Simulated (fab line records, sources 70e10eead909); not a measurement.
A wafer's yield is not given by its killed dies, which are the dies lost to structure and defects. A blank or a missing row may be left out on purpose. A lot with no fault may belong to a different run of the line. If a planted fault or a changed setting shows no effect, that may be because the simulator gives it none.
Matching of chambers :: flow nandHarc :: 4 sister chambers for NHARC_P_M1_CMP_23 on cmp-04
The step polishes, t overpolish 20 s, target thk 157.82 nm. 14 wafers are shown with their chamber, then 7 later ones without.

WAFERS WITH THEIR CHAMBER
wafer: L074.2
chamber: 0
motorCurrentA (A): 10.2
timeToEndpointS (s): 27.2
padLifeWafers: 84

wafer: L074.3
chamber: 3
motorCurrentA (A): 11.0
timeToEndpointS (s): 26.9
padLifeWafers: 87

wafer: L074.4
chamber: 1
motorCurrentA (A): 9.7
timeToEndpointS (s): 27.1
padLifeWafers: 85

wafer: L082.1
chamber: 1
motorCurrentA (A): 9.2
timeToEndpointS (s): 29.2
padLifeWafers: 295

wafer: L084.3
chamber: 3
motorCurrentA (A): 11.8
timeToEndpointS (s): 23.4
padLifeWafers: 55

wafer: L084.4
chamber: 0
motorCurrentA (A): 10.1
timeToEndpointS (s): 28.1
padLifeWafers: 56

wafer: L086.2
chamber: 1
motorCurrentA (A): 9.5
timeToEndpointS (s): 30.3
padLifeWafers: 109

wafer: L086.4
chamber: 0
motorCurrentA (A): 10.2
timeToEndpointS (s): 28.6
padLifeWafers: 108

wafer: L089.2
chamber: 0
motorCurrentA (A): 10.6
timeToEndpointS (s): 28.2
padLifeWafers: 194

wafer: L089.3
chamber: 3
motorCurrentA (A): 11.5
timeToEndpointS (s): 28.9
padLifeWafers: 193

wafer: L089.4
chamber: 2
motorCurrentA (A): 11.5
timeToEndpointS (s): 25.9
padLifeWafers: 192

wafer: L092.2
chamber: 3
motorCurrentA (A): 12.1
timeToEndpointS (s): 28.0
padLifeWafers: 321

wafer: L092.4
chamber: 0
motorCurrentA (A): 9.7
timeToEndpointS (s): 27.8
padLifeWafers: 318

wafer: L093.1
chamber: 0
motorCurrentA (A): 9.7
timeToEndpointS (s): 27.7
padLifeWafers: 12

SIGNATURES (averages over the wafers above)
reading: motorCurrentA
chamber 0: 10.083
chamber 1: 9.467
chamber 2: 11.500
chamber 3: 11.600
scatter within a chamber: 0.371

reading: timeToEndpointS
chamber 0: 27.933
chamber 1: 28.867
chamber 2: 25.900
chamber 3: 26.800
scatter within a chamber: 1.54

reading: padLifeWafers
chamber 0: 128.67
chamber 1: 163.00
chamber 2: 192.00
chamber 3: 164.00
scatter within a chamber: 115
Rule: a wafer lies at a distance from a chamber equal to the root of the sum of squares, over the readings, of (its reading less the chamber's mean, divided by the reading's scatter). The wafer belongs to the nearest chamber; if the next one is less than 2 further off, it can't be placed. The scatter: the root of (the sum of the squares of (reading less its chamber's mean) over the shown wafers, divided by (wafers less chambers)).

WAFERS MISSING THEIR CHAMBER
wafer: L093.2
motorCurrentA (A): 10.2
timeToEndpointS (s): 28.9
padLifeWafers: 13

wafer: L093.4
motorCurrentA (A): 11.9
timeToEndpointS (s): 25.5
padLifeWafers: 15

wafer: L094.1
motorCurrentA (A): 10.7
timeToEndpointS (s): 28.1
padLifeWafers: 57

wafer: L094.2
motorCurrentA (A): 11.9
timeToEndpointS (s): 26.9
padLifeWafers: 54

wafer: L094.4
motorCurrentA (A): 10.1
timeToEndpointS (s): 28.1
padLifeWafers: 55

wafer: L097.2
motorCurrentA (A): 10.1
timeToEndpointS (s): 27.5
padLifeWafers: 135

wafer: L097.4
motorCurrentA (A): 12.2
timeToEndpointS (s): 27.0
padLifeWafers: 133

WHICH CHAMBER EACH WENT THROUGH
wafer: L093.2
from the rows above: can't be placed: 0 or 1
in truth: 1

wafer: L093.4
from the rows above: can't be placed: 3 or 2
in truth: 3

wafer: L094.1
from the rows above: can't be placed: 0 or 3 or 2 or 1
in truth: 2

wafer: L094.2
from the rows above: can't be placed: 3 or 2
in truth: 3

wafer: L094.4
from the rows above: can't be placed: 0 or 1
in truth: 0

wafer: L097.2
from the rows above: can't be placed: 0 or 1
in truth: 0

wafer: L097.4
from the rows above: can't be placed: 3 or 2
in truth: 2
Placed correctly: 0 of 7. Can't be placed from these rows: 7 (the true chamber is among the candidates in 7). Number placed wrongly: 0.
